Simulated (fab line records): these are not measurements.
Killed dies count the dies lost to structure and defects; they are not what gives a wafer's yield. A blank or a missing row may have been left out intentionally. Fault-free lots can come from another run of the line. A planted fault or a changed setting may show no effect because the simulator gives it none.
Split-lot study    flow n5-finfet    on a route of 1938 steps: 7 lots, 21 wafers read

== ABOUT THE SPLIT ==
At N5_MOL_CONTACT_COAG_CONTACT_ETCH_14 (etches SiO2 in C4F6/O2, target depth 27.5 nm, overetch 8.5 nm, time 20 s), the setting source-w was moved away from the recipe's 370 W on 9 of the 21 wafers read, by -17.7% to +17.1%. All remaining wafers had this setting at the recipe value.

The reading is taken at the split's own step.

== THE READING ==
rf-vpp-V, in V, at N5_MOL_CONTACT_COAG_CONTACT_ETCH_14 (etches SiO2 in C4F6/O2, target depth 27.5 nm, overetch 8.5 nm, time 20 s). On this fab line, fault-free wafers typically give 693 V with a standard deviation of 3.9 V.

wafer   tool, chamber at the split  source-w as run, W  against the recipe  rf-vpp-V, V  against lot-mates on the recipe
L076.3  rie-diel-04, 2              370                 recipe              689          -
L076.5  rie-diel-04, 3              370                 recipe              691          -
L076.6  rie-diel-04, 2              402.4               +8.8%               672          -18
L080.2  rie-diel-04, 1              370                 recipe              695          -
L080.5  rie-diel-04, 0              304.5               -17.7%              733          +38
L080.6  rie-diel-04, 1              304.5               -17.7%              732          +37
L082.3  rie-diel-02, 3              370                 recipe              693          -
L082.5  rie-diel-02, 0              433.3               +17.1%              667          -26
L082.6  rie-diel-02, 2              433.3               +17.1%              656          -37
L084.1  rie-diel-03, 1              370                 recipe              695          -
L084.2  rie-diel-03, 0              370                 recipe              688          -
L084.6  rie-diel-03, 1              405.3               +9.5%               679          -12
L089.1  rie-diel-02, 0              335.7               -9.3%               719          +22
L089.4  rie-diel-02, 0              335.7               -9.3%               720          +23
L089.6  rie-diel-02, 2              370                 recipe              697          -
L091.3  rie-diel-03, 1              313.8               -15.2%              734          +38
L091.4  rie-diel-03, 3              370                 recipe              699          -
L091.5  rie-diel-03, 2              370                 recipe              692          -
L094.1  rie-diel-04, 1              370                 recipe              693          -
L094.4  rie-diel-04, 2              370                 recipe              688          -
L094.5  rie-diel-04, 1              370                 recipe              693          -

THE FIT
A straight line over all 21 wafers: rf-vpp-V changes by -2.18 V for each +1% of source-w; r = -0.98; the points scatter about the line by 4.5 V.
The same after taking each lot's own level away (the mean of its wafers on the recipe; 21 wafers): -2.05 V for each +1%; r = -0.98; scatter 3.6 V.
That fit puts the effect of the largest move of source-w on the reading at 36 V.
Measured against the standard deviation above, the lots' own levels, which go from 690.0 to 697.0 V, span 1.8 times it.
Consequently the slope shifts little with the lot-to-lot level, the two slopes agreeing.
Check: for one of the wafers moved furthest among these (-17.7%), held out of the fit, the line's prediction against its lot-mates is +37.8 V. Against them it came out at +38 V.
Tool readings at the split's step, against how far the setting was moved: rf-vpp-V r = -0.98.

== THESE WAFERS: OTHER SPLITS ==
Before the reading, these wafers also passed through other splits. Each is held against what the fit with the lots' levels taken away leaves over:
other split on the same wafers           wafers away from the commonest value  r with rf-vpp-V (lot level and that fit taken away)
N5_ZERO_LAYER_EXPOSE_08 dose-mj          3                                     -0.11
N5_ZERO_LAYER_DEVELOP_10 develop-time-s  4                                     -0.26
N5_FIN_SAQP_SPACER1_ALD_24 temp-c        6                                     -0.05
N5_DUMMY_GATE_DESCUM_20 time-s           6                                     +0.17
N5_GATE_CUT_ALD_22 ald-cycles            7                                     -0.35

== THE FILE'S OWN FIT ==
rf-vpp-V changes by -2.09 V for each +1% of source-w, r = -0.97.
